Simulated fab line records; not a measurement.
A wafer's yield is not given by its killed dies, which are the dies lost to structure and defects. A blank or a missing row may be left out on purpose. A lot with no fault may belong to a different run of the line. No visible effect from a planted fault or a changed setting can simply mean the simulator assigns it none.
Matching of chambers :: flow n5 finfet :: N5_BEOL_M3_STRIP_36 on rie diel-02 has 4 sister chambers
The step strips in N2/H2. 20 wafers are shown with their chamber, then 10 later ones without.

## EACH WAFER AND ITS CHAMBER
wafer: L074.2
chamber: 3
drypump motor current A (A): 5.5
throttle valve pct (%): 23.8
oes product au (a.u.): 0.76

wafer: L074.3
chamber: 1
drypump motor current A (A): 5.6
throttle valve pct (%): 24.5
oes product au (a.u.): 0.69

wafer: L074.4
chamber: 0
drypump motor current A (A): 5.2
throttle valve pct (%): 23.6
oes product au (a.u.): 0.75

wafer: L075.2
chamber: 3
drypump motor current A (A): 5.5
throttle valve pct (%): 23.8
oes product au (a.u.): 0.76

wafer: L075.4
chamber: 0
drypump motor current A (A): 5.2
throttle valve pct (%): 23.7
oes product au (a.u.): 0.74

wafer: L075.5
chamber: 3
drypump motor current A (A): 5.5
throttle valve pct (%): 23.8
oes product au (a.u.): 0.74

wafer: L076.1
chamber: 0
drypump motor current A (A): 5.2
throttle valve pct (%): 23.7
oes product au (a.u.): 0.74

wafer: L076.3
chamber: 3
drypump motor current A (A): 5.5
throttle valve pct (%): 23.8
oes product au (a.u.): 0.76

wafer: L076.4
chamber: 1
drypump motor current A (A): 5.7
throttle valve pct (%): 24.5
oes product au (a.u.): 0.69

wafer: L078.1
chamber: 3
drypump motor current A (A): 5.5
throttle valve pct (%): 23.8
oes product au (a.u.): 0.74

wafer: L078.3
chamber: 0
drypump motor current A (A): 5.2
throttle valve pct (%): 23.6
oes product au (a.u.): 0.74

wafer: L078.6
chamber: 3
drypump motor current A (A): 5.5
throttle valve pct (%): 23.8
oes product au (a.u.): 0.74

wafer: L082.1
chamber: 0
drypump motor current A (A): 5.2
throttle valve pct (%): 23.7
oes product au (a.u.): 0.74

wafer: L082.2
chamber: 2
drypump motor current A (A): 5.0
throttle valve pct (%): 23.1
oes product au (a.u.): 0.96

wafer: L082.6
chamber: 2
drypump motor current A (A): 5.0
throttle valve pct (%): 23.1
oes product au (a.u.): 0.95

wafer: L084.1
chamber: 0
drypump motor current A (A): 5.2
throttle valve pct (%): 23.7
oes product au (a.u.): 0.74

wafer: L084.3
chamber: 1
drypump motor current A (A): 5.7
throttle valve pct (%): 24.4
oes product au (a.u.): 0.97

wafer: L084.6
chamber: 1
drypump motor current A (A): 5.7
throttle valve pct (%): 24.4
oes product au (a.u.): 0.97

wafer: L090.1
chamber: 1
drypump motor current A (A): 5.6
throttle valve pct (%): 24.4
oes product au (a.u.): 0.95

wafer: L090.3
chamber: 0
drypump motor current A (A): 5.2
throttle valve pct (%): 23.7
oes product au (a.u.): 0.73

SIGNATURES, as means of the wafers listed above
reading: drypump motor current A
chamber 0: 5.200
chamber 1: 5.660
chamber 2: 5.000
chamber 3: 5.500
scatter within a chamber: 0.0274

reading: throttle valve pct
chamber 0: 23.671
chamber 1: 24.440
chamber 2: 23.100
chamber 3: 23.800
scatter within a chamber: 0.0405

reading: oes product au
chamber 0: 0.7400
chamber 1: 0.8540
chamber 2: 0.9550
chamber 3: 0.7500
scatter within a chamber: 0.0753
Rule: for a wafer and a chamber, the distance is found by dividing, reading by reading, the gap between the wafer's reading and the chamber's mean by the reading's scatter, squaring, summing and taking the root. If the next closest chamber is less than 2 further off than the closest, the wafer can't be placed; otherwise it belongs to the closest. The scatter is the square root of a quotient: the sum, over the shown wafers, of each reading's squared deviation from its chamber's mean, divided by wafers minus chambers.

## WAFERS WHOSE CHAMBER IS MISSING
wafer: L090.5
drypump motor current A (A): 5.5
throttle valve pct (%): 23.8
oes product au (a.u.): 0.74

wafer: L092.1
drypump motor current A (A): 5.2
throttle valve pct (%): 23.7
oes product au (a.u.): 0.73

wafer: L092.2
drypump motor current A (A): 5.5
throttle valve pct (%): 23.8
oes product au (a.u.): 0.73

wafer: L092.5
drypump motor current A (A): 5.6
throttle valve pct (%): 24.4
oes product au (a.u.): 0.94

wafer: L095.1
drypump motor current A (A): 5.7
throttle valve pct (%): 24.5
oes product au (a.u.): 0.93

wafer: L095.3
drypump motor current A (A): 5.2
throttle valve pct (%): 23.7
oes product au (a.u.): 0.72

wafer: L095.4
drypump motor current A (A): 5.0
throttle valve pct (%): 23.1
oes product au (a.u.): 0.91

wafer: L096.1
drypump motor current A (A): 5.2
throttle valve pct (%): 23.7
oes product au (a.u.): 0.72

wafer: L096.2
drypump motor current A (A): 5.6
throttle valve pct (%): 24.4
oes product au (a.u.): 0.94

wafer: L096.3
drypump motor current A (A): 5.5
throttle valve pct (%): 23.9
oes product au (a.u.): 0.73

## THE CHAMBER EACH PASSED THROUGH
wafer: L090.5
from the rows above: 3
in truth: 3

wafer: L092.1
from the rows above: 0
in truth: 0

wafer: L092.2
from the rows above: 3
in truth: 3

wafer: L092.5
from the rows above: 1
in truth: 1

wafer: L095.1
from the rows above: 1
in truth: 1

wafer: L095.3
from the rows above: 0
in truth: 0

wafer: L095.4
from the rows above: 2
in truth: 2

wafer: L096.1
from the rows above: 0
in truth: 0

wafer: L096.2
from the rows above: 1
in truth: 1

wafer: L096.3
from the rows above: 3
in truth: 3
10 of 10 placed correctly. From these rows, 0 cannot be placed. Placed wrongly: 0.
